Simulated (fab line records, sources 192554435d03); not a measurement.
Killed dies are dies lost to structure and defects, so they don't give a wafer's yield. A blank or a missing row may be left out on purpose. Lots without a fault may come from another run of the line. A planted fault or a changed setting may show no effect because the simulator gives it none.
Split-lot experiment | flow n5_finfet | 7 lots, 21 wafers read, on a route of 1938 steps

THE SPLIT
At N5_BEOL_M14_TRENCH_ETCH_34 (etches SiO2 in C4F8/O2/Ar, target depth 556.65 nm, time 126.9 s), the setting bias_w was moved away from the recipe's 2040 W on 6 of the 21 wafers read, by -16.9% to +13.3%. The other wafers ran this setting at the recipe's value.

The reading is taken at the split's own step.

THE READING
rf_vpp_V, in V, at N5_BEOL_M14_TRENCH_ETCH_34 (etches SiO2 in C4F8/O2/Ar, target depth 556.65 nm, time 126.9 s). Fault-free wafers of this fab line usually give 2213 V, standard deviation 18 V.

wafer  | tool, chamber at the split | bias_w as run, W | against the recipe | rf_vpp_V, V | against lot-mates on the recipe
L074.1 | rie_diel-05, 3             | 2040             | recipe             | 2200        | -
L074.4 | rie_diel-05, 1             | 1800             | -11.8%             | 2015        | -185
L074.5 | rie_diel-05, 3             | 1800             | -11.8%             | 2013        | -187
L084.1 | rie_diel-03, 1             | 1696             | -16.9%             | 1954        | no lot-mate on the recipe
L084.2 | rie_diel-03, 0             | 1696             | -16.9%             | 1914        | no lot-mate on the recipe
L084.5 | rie_diel-03, 1             | 1696             | -16.9%             | 1953        | no lot-mate on the recipe
L087.3 | rie_diel-01, 1             | 2040             | recipe             | 2204        | -
L087.5 | rie_diel-01, 1             | 2311             | +13.3%             | 2401        | +179
L087.6 | rie_diel-01, 0             | 2040             | recipe             | 2240        | -
L089.2 | rie_diel-03, 3             | 2040             | recipe             | 2205        | -
L089.4 | rie_diel-03, 0             | 2040             | recipe             | 2182        | -
L089.6 | rie_diel-03, 3             | 2040             | recipe             | 2206        | -
L086.2 | rie_diel-01, 2             | 2040             | recipe             | 2240        | -
L086.5 | rie_diel-01, 3             | 2040             | recipe             | 2226        | -
L086.6 | rie_diel-01, 2             | 2040             | recipe             | 2236        | -
L093.1 | rie_diel-01, 2             | 2040             | recipe             | 2238        | -
L093.2 | rie_diel-01, 1             | 2040             | recipe             | 2238        | -
L093.4 | rie_diel-01, 3             | 2040             | recipe             | 2226        | -
L094.3 | rie_diel-05, 0             | 2040             | recipe             | 2210        | -
L094.4 | rie_diel-05, 3             | 2040             | recipe             | 2197        | -
L094.5 | rie_diel-05, 1             | 2040             | recipe             | 2196        | -

THE FIT
A straight line over all 21 wafers: rf_vpp_V changes by +16 V for each +1% of bias_w; r = +0.99; the points scatter about the line by 20 V.
The same after taking each lot's own level away (the mean of its wafers on the recipe; 18 wafers): +14.8 V for each +1%; r = +0.99; scatter 11 V.
On that fit, the largest move of bias_w shifts the reading by 2.5e+02 V.
The lots' own levels span 2197.7 to 2234.0 V, that is 2.0 times the standard deviation above.
So the lot-to-lot level changes the slope little: the two slopes agree.
Check: with one of the wafers moved furthest among these (+13.3%) left out of the fit, the line predicts +210 V for it against its lot-mates. It came out at +179 V against them.
Tool readings at the split's step, against how far the setting was moved: rf_vpp_V r = +0.99.

OTHER SPLITS ON THESE WAFERS
These wafers also went through other splits before the reading. Each is held against what the fit with the lots' levels taken away leaves over:
other split on the same wafers   | wafers away from the commonest value | r with rf_vpp_V (lot level and that fit taken away)
N5_BEOL_M6_TRENCH_ETCH_37 bias_w | 8                                    | +0.00
N5_BEOL_M7_ETCH_61 source_w      | 6                                    | +0.07
N5_BEOL_M8_PECVD_70 temp_c       | 7                                    | -0.08
N5_BEOL_M9_PECVD_70 time_s       | 5                                    | +0.36
N5_BEOL_M10_EXPOSE_08 dose_mj    | 8                                    | -0.17
N5_BEOL_M10_ETCH_41 source_w     | 7                                    | -0.05
N5_BEOL_M13_COAT_65 spin_rpm     | 9                                    | -0.01

THE FILE'S OWN FIT
rf_vpp_V changes by +14.5 V for each +1% of bias_w, r = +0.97.
